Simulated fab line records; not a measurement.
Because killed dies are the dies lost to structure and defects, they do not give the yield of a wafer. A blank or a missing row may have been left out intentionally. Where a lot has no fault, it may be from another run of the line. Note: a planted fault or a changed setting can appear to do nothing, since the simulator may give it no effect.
What tool caused it? || flow n5 finfet || 24 lots (72 wafers sampled), 1 step of a 1938-step route

WHAT THE GAUGES SHOWED, per wafer
N5_BEOL_M4_OCD_MEAS_38.
{"lot": "L074", "measured": "day 7 22:29", "on": "ocd-02", "trench depth nm (nm)": "54.6 55.7 56.0"}
{"lot": "L076", "measured": "day 8 13:55", "on": "ocd-02", "trench depth nm (nm)": "54.9 55.3 54.9"}
{"lot": "L075", "measured": "day 9 06:38", "on": "ocd-02", "trench depth nm (nm)": "56.3 54.9 56.5"}
{"lot": "L078", "measured": "day 9 12:04", "on": "ocd-02", "trench depth nm (nm)": "55.5 54.4 54.4"}
{"lot": "L077", "measured": "day 9 19:05", "on": "ocd-01", "trench depth nm (nm)": "56.9 56.4 56.5"}
{"lot": "L079", "measured": "day 10 11:28", "on": "ocd-02", "trench depth nm (nm)": "54.4 55.7 55.5"}
{"lot": "L083", "measured": "day 10 11:29", "on": "ocd-01", "trench depth nm (nm)": "55.0 55.6 55.4"}
{"lot": "L081", "measured": "day 10 14:20", "on": "ocd-01", "trench depth nm (nm)": "55.0 55.3 55.5"}
{"lot": "L080", "measured": "day 10 14:25", "on": "ocd-02", "trench depth nm (nm)": "54.6 53.9 54.9"}
{"lot": "L082", "measured": "day 11 03:52", "on": "ocd-02", "trench depth nm (nm)": "55.7 56.4 56.4"}
{"lot": "L087", "measured": "day 11 06:35", "on": "ocd-02", "trench depth nm (nm)": "55.7 55.6 55.4"}
{"lot": "L084", "measured": "day 11 06:37", "on": "ocd-01", "trench depth nm (nm)": "54.7 54.0 53.5"}
{"lot": "L085", "measured": "day 11 19:28", "on": "ocd-02", "trench depth nm (nm)": "55.3 55.7 56.6"}
{"lot": "L086", "measured": "day 12 00:28", "on": "ocd-02", "trench depth nm (nm)": "55.4 56.1 57.4"}
{"lot": "L090", "measured": "day 12 05:52", "on": "ocd-01", "trench depth nm (nm)": "55.5 56.2 54.6"}
{"lot": "L088", "measured": "day 12 08:37", "on": "ocd-02", "trench depth nm (nm)": "55.1 55.5 53.7"}
{"lot": "L089", "measured": "day 12 17:00", "on": "ocd-02", "trench depth nm (nm)": "55.7 56.7 55.8"}
{"lot": "L092", "measured": "day 13 07:20", "on": "ocd-01", "trench depth nm (nm)": "55.7 55.5 56.1"}
{"lot": "L091", "measured": "day 13 07:27", "on": "ocd-02", "trench depth nm (nm)": "54.5 56.6 54.8"}
{"lot": "L093", "measured": "day 13 08:29", "on": "ocd-02", "trench depth nm (nm)": "55.8 55.8 55.8"}
{"lot": "L096", "measured": "day 13 15:16", "on": "ocd-01", "trench depth nm (nm)": "54.9 56.1 54.6"}
{"lot": "L094", "measured": "day 13 16:33", "on": "ocd-01", "trench depth nm (nm)": "56.0 55.9 54.5"}
{"lot": "L095", "measured": "day 13 22:44", "on": "ocd-01", "trench depth nm (nm)": "55.1 56.0 55.1"}
{"lot": "L097", "measured": "day 14 14:58", "on": "ocd-01", "trench depth nm (nm)": "56.8 54.9 56.3"}

EACH LOT AND THE TOOL THAT RAN IT (in order: tool; ch and the chambers of the sampled wafers; start)
The record shows no process step preceding these readings.

WHAT THE TOOLS THEMSELVES READ (means of the sampled wafers that have a number; where no wafer has one, the mark that the record gives instead)
The record holds no such reading with a usual standard deviation.

THE ANSWER, worked out from the rows above alone
Rule: the usual values come from the lots themselves. Put in order of their means at a reading, lots are off if they are a third of the lots or fewer, leave a main group of 4 or more, and stand apart from it by a gap of 3 or more times the standard deviation of the main group's means; of several such gaps the widest counts. A main group is skipped when, at the precision printed for the reading in the tables above, its means are all equal. Also off: a lot with no number at a reading for which 4 or more lots have one. Any other lot the step has rows for is counted as sound. Order of review: gauges by route order, followed by the tools' own readings, for which a lot's mean as printed above is used. The first step at which some lot is off is used, and at that step the reading that is off furthest; a lot without a number counts as furthest.
No lot is off at any reading shown: from this, nothing can be told.

WHAT WAS PUT IN BY THE SIMULATOR
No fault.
